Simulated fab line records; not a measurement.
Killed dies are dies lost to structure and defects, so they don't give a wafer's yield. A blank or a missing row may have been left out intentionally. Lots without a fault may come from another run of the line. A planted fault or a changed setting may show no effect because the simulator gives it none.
Chamber matching	flow n5_finfet	N5_MOL_CONTACT_COAG_STRIP_98 on rie_diel-02: 4 sister chambers
The step strips in N2/H2. 4 wafers are shown with their chamber, then 8 later ones without.

== WAFERS PAIRED WITH THEIR CHAMBERS ==
wafer	chamber	showerhead_plenum_p_Torr (Torr)
L083.1	3	3.32
L082.2	0	3.35
L082.6	1	3.53
L085.2	2	3.39

== WAFERS WHOSE CHAMBER IS MISSING ==
wafer	showerhead_plenum_p_Torr (Torr)
L085.4	3.35
L085.5	3.39
L095.1	3.34
L095.3	3.38
L095.4	3.51
L097.1	3.38
L097.5	3.38
L097.6	3.30

== EACH ONE'S CHAMBER ==
wafer	from the rows above	in truth
L085.4	0	0
L085.5	2	2
L095.1	can't be placed: 0 or 3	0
L095.3	can't be placed: 2 or 0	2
L095.4	1	1
L097.1	can't be placed: 2 or 0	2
L097.5	can't be placed: 2 or 0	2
L097.6	3	3
Correct placement for 4 of the 8. Unplaceable from these rows: 4, with the true chamber sitting among the candidates in 4. 0 placed wrongly.
How it was worked out, from the rows above alone: a wafer's distance from a chamber is the root of the sum, over the readings, of the square of ((its reading less the chamber's mean) divided by the reading's scatter). If the next closest chamber is less than 2 further off than the closest, the wafer can't be placed; otherwise it belongs to the closest. The mean given for a chamber averages the wafers shown for that chamber. The scatter: root of mean squared gap, hidden wafer to nearest shown wafer, with one shown wafer a chamber.
